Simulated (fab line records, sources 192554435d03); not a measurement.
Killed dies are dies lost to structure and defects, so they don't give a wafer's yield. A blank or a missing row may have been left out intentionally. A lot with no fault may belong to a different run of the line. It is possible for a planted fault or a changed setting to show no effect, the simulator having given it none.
Matching of chambers    flow n5 finfet    ald hk-02 running N5_HKMG_FIN_HK_ALD_01: 4 sister chambers
The step deposits HfO2, target thk 1.6 nm, pulse time 3 s, purge time 3 s. 16 wafers are shown with their chamber, then 8 later ones without.

WAFERS PAIRED WITH THEIR CHAMBERS
wafer   chamber  precursor pulse height rel
L074.4  0        0.993
L074.5  2        1.006
L074.6  1        1.000
L077.1  0        0.985
L077.2  1        0.985
L077.5  3        0.999
L085.2  0        1.009
L085.4  3        1.005
L085.5  2        0.999
L087.1  1        0.962
L087.2  0        1.005
L087.3  2        1.006
L088.1  2        0.986
L088.4  0        0.995
L088.5  1        1.027
L089.1  1        1.010

SIGNATURES (averages over the wafers above)
reading                     chamber 0  chamber 1  chamber 2  chamber 3  scatter within a chamber
precursor pulse height rel  0.99740    0.99680    0.99925    1.00200    0.0161
Rule: for a wafer and a chamber, the distance is found by dividing, reading by reading, the gap between the wafer's reading and the chamber's mean by the reading's scatter, squaring, summing and taking the root. The wafer belongs to the nearest chamber; if the next one is less than 2 further off, it can't be placed. The scatter: the root of (the sum of the squares of (reading less its chamber's mean) over the shown wafers, divided by (wafers less chambers)).

WAFERS WITHOUT THEIR CHAMBER
wafer   precursor pulse height rel
L089.3  1.002
L089.6  1.003
L094.1  0.980
L094.4  0.962
L094.6  0.999
L096.3  0.998
L096.4  1.023
L096.6  1.010

WHICH CHAMBER EACH WENT THROUGH
wafer   from the rows above                in truth
L089.3  can't be placed: 3 or 2 or 0 or 1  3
L089.6  can't be placed: 3 or 2 or 0 or 1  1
L094.1  can't be placed: 1 or 0 or 2 or 3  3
L094.4  can't be placed: 1 or 0 or 2 or 3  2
L094.6  can't be placed: 2 or 0 or 1 or 3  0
L096.3  can't be placed: 0 or 1 or 2 or 3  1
L096.4  can't be placed: 3 or 2 or 0 or 1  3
L096.6  can't be placed: 3 or 2 or 0 or 1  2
0 of 8 placed correctly. Cannot be placed on the basis of these rows: 8; the candidates contain the true chamber in 8. Placed wrongly: 0.
